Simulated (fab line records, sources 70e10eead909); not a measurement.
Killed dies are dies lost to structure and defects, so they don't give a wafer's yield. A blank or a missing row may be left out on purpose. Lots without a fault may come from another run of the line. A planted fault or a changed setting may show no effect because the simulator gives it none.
fab line records | flow nand_harc
record lots=5 wafers=15 last_day=33
route steps=1302 shown P_GATE@185
lots that met no fault: from a run of the same line without faults
start_h: hours from the record's first day to the start of the lot's first wafer shown | wait_h: hours since the lot's step before | " the same as in the row above | L1.1+2: a row that stands for several wafers | - no value, or no start given | * or withheld: withheld | < > ~ a bound
route shown NAME@n: a module of which the file shows steps, and the number in the route of the first | usual: mean/standard deviation of fault-free wafers | same: alike in all rows | chamber/n: place in a boat | sites: the reading at each site | _std_site: their standard deviation | _edge_site: outer sites' mean less inner sites' | radius_mm: how far each site lies from the wafer's centre | mask NAME#n: copy n | behind: the tool/chamber that last shaped the wafer | hold: why the lot was held/for how many hours/how that ended | device: the transistor (n, p or np) that didn't switch | end of line: the same wafers' tests at the end of the route | a step without rows: its recipe alone | killed: dies lost to structure and defects at the first sort, not the wafer's yield | map: a wafer's dies, x killed, . not, _ none there
set.NAME: the setting as run; set.NAME@STEP: as run at that earlier step | model.NAME: the simulator's own value behind a step, which no gauge read
lots at some steps of the route; a table a step, a row a wafer
services: from which hour (start_h, from the record's first day; less than 0 if before it) a tool's chamber was out of use, for how many hours, and why
## steps
# step NHARC_P_GATE_CD_MEAS_59
# recipe target_cd_nm=720 landing_energy_ev=500
# usual cd_nm=720.0/1.4
# columns lot.wafer tool chamber start_h wait_h cd_nm
L463.1 cd_sem-01 0 119.09 - 717.8
L463.4 " 0 " " 717.0
L463.5 " 0 " " 719.7
L469.1 cd_sem-01 0 178.00 - 720.4
L469.5 " 0 " " 721.1
L469.6 " 0 " " 720.5
L478.1 cd_sem-03 0 271.82 - 721.4
L478.2 " 0 " " 721.2
L478.6 " 0 " " 720.4
L480.1 cd_sem-02 0 295.42 - 723.9
L480.3 " 0 " " 721.7
L480.4 " 0 " " 720.3
L482.2 cd_sem-03 0 312.81 - 719.7
L482.5 " 0 " " 719.0
L482.6 " 0 " " 719.2
# step NHARC_P_GATE_HARDBAKE_60
# recipe temp_c=125 time_s=80
# step NHARC_P_GATE_DESCUM_61
# recipe time_s=3 o2_flow_sccm=200 ar_flow_sccm=0 bias_power_w=0 chemistry=O2
# usual drypump_motor_current_A=5.9/0.44 oes_product_au=1.003/0.0079 rf_vpp_V=57.8/0.87 showerhead_plenum_p_Torr=1.93/0.066 throttle_valve_pct=11.311/0.0093
# same time_s=3
# columns lot.wafer tool chamber start_h wait_h drypump_motor_current_A oes_product_au rf_hours_counter_h rf_vpp_V showerhead_plenum_p_Torr throttle_valve_pct
L463.4 rie_diel-01 1 119.25 - 6.0 0.999 2.7 59.0 1.94 11.320
L463.1 " 0 " " 5.5 0.998 2.2 57.3 1.94 11.321
L463.5 " 1 " " 6.0 1.004 - 59.5 1.94 11.314
L469.1 rie_diel-07 0 178.17 - 5.4 0.988 1.8 58.3 1.83 11.318
L469.5 " 3 " " 5.4 1.003 - 58.2 1.94 11.304
L469.6 " 0 " " 5.4 1.002 - 57.4 1.83 11.320
L478.1 rie_diel-01 0 271.98 - 5.5 1.000 3.4 57.8 1.94 11.317
L478.2 " 1 " " 6.0 1.005 2.4 57.0 1.93 11.311
L478.6 " 1 " " 6.0 1.020 - 58.7 1.93 11.302
L480.3 rie_diel-01 3 295.60 - 6.3 1.009 5.1 58.3 1.97 11.300
L480.1 " 0 " " 5.5 1.004 4.3 57.6 1.94 11.294
L480.4 " 1 " " 6.0 1.009 3.1 57.0 1.93 11.314
L482.2 rie_diel-07 2 312.97 - 5.7 1.007 0.9 57.6 2.04 11.316
L482.6 " 0 " " 5.4 1.012 - 57.4 1.83 11.307
L482.5 " 1 " " 6.5 1.003 - 58.3 1.85 11.321
# step NHARC_P_GATE_IMPLANT_62
# recipe energy_kev=20 dose_cm2=3e+15 tilt_deg=7
# step NHARC_P_GATE_STRIP_112
# recipe power_w=1500 temp_c=110 time_s=200 chemistry=N2/H2
# usual drypump_motor_current_A=5.6/0.61 heater_power_w=84/9.6
# same time_s=200
# columns lot.wafer tool chamber start_h wait_h drypump_motor_current_A heater_power_w rf_hours_counter_h
L463.1 plasma_asher-01 1 119.66 0.2 6.3 97 23
L463.4 " 1 " " 6.2 95 -
L463.5 " 1 " " 6.3 95 -
L469.1 plasma_asher-02 1 178.57 0.2 4.9 78 21
L469.5 " 0 " " 6.2 70 -
L469.6 " 1 " " 4.9 82 -
L478.1 plasma_asher-01 0 272.35 0.2 5.1 91 19
L478.2 " 1 " " 6.3 97 19
L478.6 " 0 " " 5.1 91 -
L480.1 plasma_asher-01 1 296.00 0.2 6.3 96 25
L480.4 " 0 " " 5.1 89 -
L480.3 " 1 " " 6.2 95 -
L482.2 plasma_asher-02 0 313.41 0.2 6.2 72 10
L482.5 " 1 " " 4.9 86 -
L482.6 " 0 " " 6.2 72 -
# step NHARC_P_GATE_STRIP_76
# recipe power_w=1500 temp_c=250 chemistry=O2
# usual drypump_motor_current_A=5.6/0.61 heater_power_w=313/35
# columns lot.wafer tool chamber start_h wait_h drypump_motor_current_A heater_power_w rf_hours_counter_h
L463.1 plasma_asher-01 1 119.90 0.2 6.3 356 24
L463.4 " 1 " " 6.3 362 -
L463.5 " 1 " " 6.3 363 -
L469.1 plasma_asher-02 1 178.81 0.2 4.9 307 21
L469.5 " 0 " " 6.2 266 -
L469.6 " 1 " " 4.9 295 -
L478.1 plasma_asher-01 0 272.61 0.2 5.1 332 19
L478.2 " 1 " " 6.2 354 19
L478.6 " 0 " " 5.1 335 -
L480.1 plasma_asher-01 1 296.23 0.2 6.3 363 25
L480.4 " 0 " " 5.1 337 -
L480.3 " 1 " " 6.3 354 -
L482.2 plasma_asher-02 0 313.64 0.2 6.1 268 10
L482.5 " 1 " " 4.9 317 -
L482.6 " 0 " " 6.2 266 -
# step NHARC_P_GATE_STRIP_63
# recipe time_s=900 temp_c=130 chemistry=SPM
# step NHARC_P_GATE_DEHYDRATE_83
# recipe temp_c=150 time_s=120
# step NHARC_P_GATE_HMDS_84
# recipe time_s=30
# step NHARC_P_GATE_COAT_85
# recipe spin_rpm=3000
# step NHARC_P_GATE_SOFTBAKE_86
# recipe temp_c=122 time_s=95
# step NHARC_P_GATE_EBR_87
# step NHARC_P_GATE_EXPOSE_88
# recipe na=0.6 target_cd_nm=2000 dose_mj=11.87 mask_id=P_HVN
# usual exposure_dose_mJ_cm2=11.871/0.013
# columns lot.wafer tool chamber start_h wait_h mask exposure_dose_mJ_cm2
L463.1 krf_scanner-01 0 120.52 - P_HVN#0 11.887
L463.4 " 0 " " P_HVN#0 11.850
L463.5 " 0 " " P_HVN#0 11.862
L469.1 krf_scanner-02 0 179.56 - P_HVN_R1#0 11.865
L469.5 " 0 " " P_HVN_R1#0 11.891
L469.6 " 0 " " P_HVN_R1#0 11.891
L478.1 krf_scanner-04 0 273.37 - P_HVN#0 11.864
L478.2 " 0 " " P_HVN#0 11.882
L478.6 " 0 " " P_HVN#0 11.877
L480.1 krf_scanner-02 0 296.98 - P_HVN#0 11.873
L480.3 " 0 " " P_HVN#0 11.875
L480.4 " 0 " " P_HVN#0 11.858
L482.2 krf_scanner-02 0 314.39 - P_HVN#0 11.851
L482.5 " 0 " " P_HVN#0 11.848
L482.6 " 0 " " P_HVN#0 11.841
# step NHARC_P_GATE_PEB_89
# recipe peb_temp_c=118 peb_time_s=85
# step NHARC_P_GATE_DEVELOP_90
# recipe time_s=70
# step NHARC_P_GATE_CD_MEAS_91
# recipe target_cd_nm=2000 landing_energy_ev=500
# usual cd_nm=2000.0/1.4
# columns lot.wafer tool chamber start_h wait_h cd_nm
L463.1 cd_sem-02 0 120.68 - 2000.2
L463.4 " 0 " " 2000.4
L463.5 " 0 " " 2002.4
L469.1 cd_sem-03 0 179.72 - 1978.0
L469.5 " 0 " " 1978.8
L469.6 " 0 " " 1977.4
L478.1 cd_sem-03 0 273.53 - 2002.3
L478.2 " 0 " " 1998.7
L478.6 " 0 " " 2000.6
L480.1 cd_sem-02 0 297.13 - 2000.4
L480.3 " 0 " " 2000.4
L480.4 " 0 " " 1999.8
L482.2 cd_sem-03 0 314.54 - 2001.4
L482.5 " 0 " " 2001.8
L482.6 " 0 " " 2002.4
# step NHARC_P_GATE_HARDBAKE_92
# recipe temp_c=125 time_s=80
# step NHARC_P_GATE_DESCUM_93
# recipe time_s=3 o2_flow_sccm=200 ar_flow_sccm=0 bias_power_w=0 chemistry=O2
# usual drypump_motor_current_A=5.9/0.45 oes_product_au=1.001/0.0071 rf_vpp_V=57.9/0.81 showerhead_plenum_p_Torr=1.92/0.066 throttle_valve_pct=11.312/0.0097
# same time_s=3
# columns lot.wafer tool chamber start_h wait_h drypump_motor_current_A oes_product_au rf_hours_counter_h rf_vpp_V showerhead_plenum_p_Torr throttle_valve_pct model.P_GATE.cd_nm
L463.1 rie_diel-13 1 120.87 - 6.8 1.001 6 57.1 1.98 11.311 2001
L463.4 " 3 " " 6.0 0.998 8 59.0 2.00 11.320 2000
L463.5 " 1 " " 6.8 1.003 - 58.9 1.98 11.313 2002
L469.1 rie_diel-13 0 179.88 - 5.8 0.997 0 57.5 1.80 11.305 1978
L469.5 " 0 " " 5.7 1.010 - 57.3 1.80 11.300 1979
L469.6 " 1 " " 6.8 1.006 - 57.2 1.98 11.310 1978
L478.1 rie_diel-07 1 273.69 - 6.4 0.997 8 58.2 1.85 11.318 2002
L478.2 " 3 " " 5.4 0.994 10 59.2 1.94 11.296 1999
L478.6 " 1 " " 6.4 1.001 - 58.8 1.85 11.316 2001
L480.3 rie_diel-13 3 297.29 - 6.0 0.994 4 57.4 2.00 11.311 2000
L480.1 " 0 " " 5.8 1.005 4 57.5 1.80 11.303 2000
L480.4 " 2 " " 5.6 1.006 5 56.7 1.87 11.313 1999
L482.2 rie_diel-07 0 314.70 - 5.4 0.996 1 57.6 1.83 11.308 2002
L482.5 " 0 " " 5.4 0.997 - 58.1 1.83 11.311 2002
L482.6 " 2 " " 5.7 0.992 - 58.4 2.04 11.325 2003
# step NHARC_P_GATE_IMPLANT_94
# recipe energy_kev=60 dose_cm2=2e+15 tilt_deg=7
## services
# columns tool chamber start_h hours kind
plasma_asher-01 - 101.62 4.1 repair
rie_diel-13 - 104.55 0.9 repair
rie_diel-01 0 105.87 6.0 repair
rie_diel-07 0 108.30 6.7 repair
rie_diel-01 - 108.52 0.1 repair
rie_diel-07 - 117.20 9.0 pm
krf_scanner-02 - 134.52 1.6 repair
rie_diel-01 0 151.15 4.3 repair
rie_diel-13 0 155.29 5.9 repair
plasma_asher-01 - 165.00 9.0 pm
rie_diel-13 - 165.00 9.0 pm
plasma_asher-01 - 184.56 25.4 repair
krf_scanner-02 - 198.93 1.2 repair
rie_diel-07 2 199.57 6.0 repair
rie_diel-01 - 203.80 9.0 pm
rie_diel-13 3 239.38 8.2 repair
rie_diel-07 1 246.61 10.3 repair
plasma_asher-02 - 249.08 9.0 pm
rie_diel-13 2 252.45 1.2 repair
rie_diel-07 0 269.96 5.8 repair
plasma_asher-02 - 275.93 10.5 repair
rie_diel-07 3 278.54 36.4 repair
plasma_asher-02 - 287.55 1.4 repair
rie_diel-07 - 294.20 9.0 pm
## key
first_sign step=NHARC_P_GATE_EXPOSE_88 reading=mask direction=changed
effect step=NHARC_P_GATE_CD_MEAS_91 reading=cd_nm direction=down sigmas=16 usual=2000.0 struck=1978.1
model_effect step=NHARC_P_GATE_DESCUM_93 value=P_GATE.cd_nm without=2000 struck=1978
met_at NHARC_P_GATE_EXPOSE_88
struck_wafers L469.1,L469.5,L469.6
tester_left_out L469
fault kind=wrong_mask tool=any chamber=- onset_h=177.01 steps=NHARC_P_GATE_EXPOSE_88 aux_copy=P_HVN_R1#0 cd_offset_nm=-21.609 scope=struck_lots_only
# tester_left_out: of these lots the tester's yield and bins aren't shown, on N5 and GAA mostly nor the transistor test; their killed dies are dies lost to structure and defects alone, not to doping, threshold or leakage, so they don't give the yield
